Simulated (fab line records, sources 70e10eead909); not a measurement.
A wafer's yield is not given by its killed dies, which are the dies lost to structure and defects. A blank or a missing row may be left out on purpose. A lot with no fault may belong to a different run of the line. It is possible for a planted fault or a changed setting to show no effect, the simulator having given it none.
fab line records	flow nand_harc
record: lots: 14	wafers: 42	last_day: 33
route steps=1302 shown P_STI@109 P_GATE@132
lots that met no fault: from a run of the same line without faults
start_h: hours from the record's opening day to when the first of the lot's shown wafers began	wait_h: hours from the lot's prior step to this one	" the same as in the row above	L1.1+2: a row that stands for several wafers	- no value, or no start was given	* or withheld: withheld	< > ~ a bound
route shown NAME@n: names a module that has steps shown in the file, with the first one's number in the route	usual: the fault-free wafers' mean and standard deviation	same: alike in all rows	chamber/n: place in a boat	sites: per-site readings	_std_site: the values' standard deviation	_edge_site: mean of outer sites minus mean of inner sites	radius_mm: for every site, how far away it sits from the centre of the wafer	mask NAME#n: copy n	behind: the most recent tool/chamber to have shaped the wafer	hold: why the lot was held/for how many hours/how that ended	device: the n, p or np transistor that did not switch	end of line: the route-end tests of the same wafers	where a step has no rows: the recipe by itself	killed: at the first sort, the dies lost to defects and structure; wafer yield is something else	map: dies across one wafer; x = killed, . = not, _ = none there
set.NAME: the setting as run; set.NAME@STEP: as run at that earlier step	model.NAME: the simulator's own value behind a step, which no gauge read
one table for each step of the route and one row for each wafer, over a sample of lots
services: a tool's chamber out of use, with start hour (start_h, from the record's first day; less than 0 if before it), hours out, and reason
== steps ==
step: NHARC_P_STI_INSPECT_25
usual: raw_defect_count: 235/91
lot.wafer	tool	chamber	start_h	wait_h	raw_defect_count
L678.3	defect_inspect-01	-	76.09	0.4	252
L678.4	"	-	"	"	309
L678.6	"	-	"	"	296
L680.1	defect_inspect-01	-	95.18	0.4	241
L680.2	"	-	"	"	383
L680.4	"	-	"	"	338
L681.1	defect_inspect-02	-	99.24	0.4	83
L681.4	"	-	"	"	164
L681.6	"	-	"	"	163
L683.1	defect_inspect-02	-	120.64	0.4	131
L683.2	"	-	"	"	116
L683.6	"	-	"	"	161
L685.2	defect_inspect-02	-	147.21	0.4	129
L685.3	"	-	"	"	241
L685.6	"	-	"	"	88
L686.1	defect_inspect-01	-	155.73	0.4	189
L686.2	"	-	"	"	198
L686.4	"	-	"	"	256
L689.1	defect_inspect-02	-	190.14	0.4	255
L689.3	"	-	"	"	225
L689.5	"	-	"	"	325
L690.3	defect_inspect-02	-	196.01	0.4	297
L690.5	"	-	"	"	181
L690.6	"	-	"	"	272
L691.1	defect_inspect-02	-	199.96	0.4	148
L691.2	"	-	"	"	141
L691.5	"	-	"	"	253
L697.1	defect_inspect-02	-	266.68	0.4	377
L697.2	"	-	"	"	340
L697.6	"	-	"	"	471
L698.2	defect_inspect-01	-	275.02	0.4	253
L698.3	"	-	"	"	294
L698.6	"	-	"	"	285
L699.2	defect_inspect-02	-	279.12	0.4	175
L699.3	"	-	"	"	178
L699.4	"	-	"	"	186
L700.1	defect_inspect-02	-	290.22	0.4	187
L700.2	"	-	"	"	221
L700.3	"	-	"	"	184
L701.1	defect_inspect-02	-	300.40	0.4	289
L701.5	"	-	"	"	251
L701.6	"	-	"	"	227
step: NHARC_P_GATE_DEP_103
recipe: target_thk_a: 300	target_thk_nm: 30	temp_c: 400	flow_sccm: 200	rf_w: 350	material: SiON
usual: heater_power_w: 802/110
lot.wafer	tool	chamber	start_h	wait_h	heater_power_w
L678.3	pecvd-01	1	98.82	0.4	849
L678.4	"	2	"	"	710
L678.6	"	1	"	"	844
L680.1	pecvd-01	2	117.04	0.6	704
L680.2	"	1	"	"	730
L680.4	"	2	"	"	698
L681.1	pecvd-03	1	125.53	0.6	854
L681.4	"	0	"	"	688
L681.6	"	2	"	"	706
L683.1	pecvd-04	1	149.56	0.6	763
L683.2	"	0	"	"	880
L683.6	"	0	"	"	867
L685.2	pecvd-04	1	173.01	0.4	825
L685.3	"	0	"	"	942
L685.6	"	0	"	"	980
L686.1	pecvd-04	0	179.24	0.6	961
L686.2	"	1	"	"	807
L686.4	"	0	"	"	946
L689.1	pecvd-04	2	211.90	0.6	864
L689.3	"	2	"	"	860
L689.5	"	2	"	"	866
L690.3	pecvd-03	2	218.11	0.3	681
L690.6	"	2	"	"	680
L690.5	"	1	"	"	910
L691.1	pecvd-03	1	221.95	0.5	824
L691.2	"	0	"	"	784
L691.5	"	1	"	"	830
L697.2	pecvd-01	1	289.13	0.5	906
L697.1	"	2	"	"	559
L697.6	"	1	"	"	913
L698.3	pecvd-04	0	300.03	0.3	1019
L698.2	"	1	"	"	805
L698.6	"	2	"	"	811
L699.2	pecvd-04	0	309.32	0.4	961
L699.3	"	2	"	"	837
L699.4	"	0	"	"	957
L700.2	pecvd-03	0	314.59	0.5	753
L700.3	"	1	"	"	810
L700.1	"	2	"	"	714
L701.1	pecvd-04	0	326.02	0.6	970
L701.5	"	2	"	"	780
L701.6	"	1	"	"	773
step: NHARC_P_GATE_INSPECT_28
usual: raw_defect_count: 6.3/2.9
lot.wafer	tool	chamber	start_h	wait_h	raw_defect_count
L678.3	defect_inspect-01	-	99.57	0.0	9
L678.4	"	-	"	"	10
L678.6	"	-	"	"	7
L680.1	defect_inspect-01	-	117.84	0.0	4
L680.2	"	-	"	"	2
L680.4	"	-	"	"	4
L681.1	defect_inspect-02	-	126.19	0.0	9
L681.4	"	-	"	"	2
L681.6	"	-	"	"	7
L683.1	defect_inspect-02	-	150.37	0.0	7
L683.2	"	-	"	"	5
L683.6	"	-	"	"	8
L685.2	defect_inspect-02	-	173.81	0.0	3
L685.3	"	-	"	"	3
L685.6	"	-	"	"	10
L686.1	defect_inspect-02	-	179.94	0.0	3
L686.2	"	-	"	"	4
L686.4	"	-	"	"	3
L689.1	defect_inspect-02	-	212.74	0.0	5
L689.3	"	-	"	"	4
L689.5	"	-	"	"	7
L690.3	defect_inspect-02	-	218.91	0.0	9
L690.5	"	-	"	"	5
L690.6	"	-	"	"	5
L691.1	defect_inspect-02	-	222.75	0.0	6
L691.2	"	-	"	"	7
L691.5	"	-	"	"	4
L697.1	defect_inspect-01	-	289.78	0.0	9
L697.2	"	-	"	"	7
L697.6	"	-	"	"	7
L698.2	defect_inspect-02	-	300.84	0.0	11
L698.3	"	-	"	"	3
L698.6	"	-	"	"	10
L699.2	defect_inspect-02	-	310.12	0.0	10
L699.3	"	-	"	"	3
L699.4	"	-	"	"	4
L700.1	defect_inspect-01	-	315.41	0.0	4
L700.2	"	-	"	"	4
L700.3	"	-	"	"	6
L701.1	defect_inspect-01	-	326.66	0.0	3
L701.5	"	-	"	"	3
L701.6	"	-	"	"	9
step: NHARC_P_GATE_ETCH_104
recipe: target_depth_a: 600	time_s: withheld	cf4_flow_sccm: 100	chf3_flow_sccm: 30	ar_flow_sccm: 0	rf_w: 500	bias_w: 200	chemistry: CF4/CHF3
usual: bias_w: 199.9/0.62	cf4_flow_sccm: 100.00/0.27	drypump_motor_current_A: 5.6/0.39	oes_product_au: 0.950/0.019	rf_vpp_V: 371.1/2.4	showerhead_plenum_p_Torr: 1.59/0.071	throttle_valve_pct: 16.803/0.0081
lot.wafer	tool	chamber	start_h	wait_h	bias_w	cf4_flow_sccm	drypump_motor_current_A	oes_product_au	rf_vpp_V	showerhead_plenum_p_Torr	throttle_valve_pct
L678.4	rie_diel-07	3	99.72	0.1	199.1	100.07	5.8	0.921	374.1	1.68	16.796
L678.3	"	2	"	"	199.8	100.17	5.7	0.920	374.5	1.68	16.797
L678.6	"	0	"	"	200.6	100.03	5.2	0.918	370.9	1.59	16.790
L680.2	rie_diel-12	0	117.99	0.1	199.7	99.73	6.0	0.972	369.5	1.50	16.791
L680.1	"	2	"	"	199.3	99.92	5.5	0.965	373.7	1.66	16.816
L680.4	"	3	"	"	199.9	99.69	5.9	0.990	371.7	1.62	16.810
L681.1	rie_diel-03	0	126.34	0.1	199.9	100.19	5.0	0.981	370.4	1.60	16.794
L681.4	"	1	"	"	200.0	99.86	5.8	0.949	366.4	1.47	16.815
L681.6	"	0	"	"	200.0	99.80	4.9	0.982	372.0	1.60	16.795
L683.2	rie_diel-03	0	150.52	0.1	199.8	99.98	5.0	0.968	373.0	1.60	16.807
L683.1	"	1	"	"	200.1	99.69	5.8	0.962	367.6	1.47	16.811
L683.6	"	3	"	"	199.5	99.72	6.2	0.958	372.1	1.60	16.800
L685.2	rie_diel-03	3	173.96	0.1	200.3	100.05	6.2	0.960	371.6	1.60	16.803
L685.3	"	0	"	"	200.6	100.21	5.0	0.972	371.5	1.60	16.801
L685.6	"	2	"	"	200.1	100.09	5.3	0.936	373.4	1.64	16.803
L686.2	rie_diel-03	0	180.08	0.1	198.1	100.13	5.0	0.972	370.8	1.60	16.805
L686.4	"	1	"	"	200.2	99.53	5.8	0.974	367.2	1.47	16.794
L686.1	"	3	"	"	199.7	99.97	6.2	0.952	373.2	1.60	16.792
L689.3	rie_diel-03	2	212.90	0.1	-	-	-	-	-	-	-
L689.1	"	0	"	"	-	-	-	-	-	-	-
L689.5	"	2	"	"	-	-	-	-	-	-	-
L690.3	rie_diel-12	3	219.06	0.1	-	-	-	-	-	-	-
L690.6	"	1	"	"	-	-	-	-	-	-	-
L690.5	"	2	"	"	-	-	-	-	-	-	-
L691.1	rie_diel-03	2	222.91	0.1	200.1	100.05	5.3	0.937	372.9	1.64	16.802
L691.2	"	3	"	"	199.5	100.12	6.2	0.927	373.1	1.60	16.808
L691.5	"	1	"	"	200.2	100.47	5.8	0.910	366.0	1.47	16.807
L697.2	rie_diel-12	0	289.94	0.1	199.6	99.68	6.0	0.966	368.5	1.49	16.812
L697.1	"	2	"	"	199.8	100.51	5.5	0.970	372.4	1.66	16.805
L697.6	"	3	"	"	200.6	100.02	6.0	0.959	373.3	1.61	16.796
L698.2	rie_diel-03	1	301.00	0.1	199.9	100.46	5.8	0.951	366.5	1.47	16.801
L698.3	"	2	"	"	200.9	99.59	5.3	0.962	372.7	1.63	16.814
L698.6	"	2	"	"	199.4	99.88	5.3	0.960	373.2	1.63	16.789
L699.2	rie_diel-12	0	310.26	0.1	198.9	100.33	6.0	0.965	367.6	1.49	16.784
L699.3	"	1	"	"	200.1	99.78	5.3	0.953	369.0	1.50	16.802
L699.4	"	2	"	"	199.5	99.83	5.5	0.979	374.0	1.66	16.810
L700.2	rie_diel-07	0	315.55	0.1	200.2	99.73	5.2	0.963	371.3	1.58	16.817
L700.1	"	1	"	"	199.5	99.47	5.4	0.971	374.8	1.65	16.804
L700.3	"	3	"	"	199.7	99.94	5.8	0.957	374.0	1.68	16.812
L701.1	rie_diel-03	2	326.82	0.1	200.5	99.62	5.3	0.959	372.7	1.63	16.789
L701.6	"	3	"	"	199.5	100.08	6.3	0.961	371.3	1.60	16.814
L701.5	"	0	"	"	201.0	99.74	5.0	0.939	371.3	1.60	16.808
== services ==
tool	chamber	start_h	hours	kind
pecvd-03	-	75.82	0.4	repair
pecvd-03	-	81.82	0.6	repair
rie_diel-12	0	82.30	4.3	repair
pecvd-04	-	88.40	13.0	pm
rie_diel-12	-	91.45	9.0	pm
rie_diel-03	-	104.30	9.0	pm
rie_diel-12	-	114.67	1.5	repair
pecvd-01	-	130.15	13.0	pm
rie_diel-03	2	159.24	7.9	repair
pecvd-03	-	185.40	13.0	pm
pecvd-04	-	198.56	10.6	repair
pecvd-01	-	204.86	1.4	repair
rie_diel-03	3	224.14	8.0	repair
rie_diel-12	0	226.33	6.4	repair
pecvd-04	-	244.96	1.6	repair
rie_diel-03	1	252.92	2.5	repair
rie_diel-12	0	266.80	9.4	repair
rie_diel-12	-	268.45	9.0	pm
pecvd-04	-	269.40	13.0	pm
rie_diel-03	-	281.30	9.0	pm
rie_diel-12	1	288.13	6.1	repair
rie_diel-03	0	297.68	25.2	repair
rie_diel-12	2	303.32	3.3	repair
pecvd-01	-	311.15	13.0	pm
== key ==
first_sign: step: NHARC_P_GATE_ETCH_104	reading: tool_record	direction: missing
effect none on later readings
met_at NHARC_P_GATE_ETCH_104
struck_lots L689,L690
later_rows_left_out L689.1,L689.3,L689.5,L690.3,L690.5,L690.6
sort_left_out L689.1,L689.3,L689.5,L690.3,L690.5,L690.6
tester_left_out L689,L690
not_acting_at NHARC_P_STI_INSPECT_25,NHARC_P_GATE_DEP_103,NHARC_P_GATE_INSPECT_28
onset_between 180.08 212.90
fault: kind: skipped_step_whole	tool: rie_diel-03,rie_diel-12	chamber: -	onset_h: 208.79	steps: NHARC_P_GATE_ETCH_104	scope: struck_lots_only
tester_left_out: of these lots the tester's yield and bins aren't shown, on N5 and GAA mostly nor the transistor test; their killed dies are dies lost to structure and defects alone, not to doping, threshold or leakage, so they don't give the yield
sort_left_out: the simulated sort isn't trusted on such a fault, so these wafers' sort isn't shown, and their yield isn't known
later_rows_left_out: the simulator's readings of these wafers behind a module that went badly wrong aren't trusted and aren't shown, but for the sort
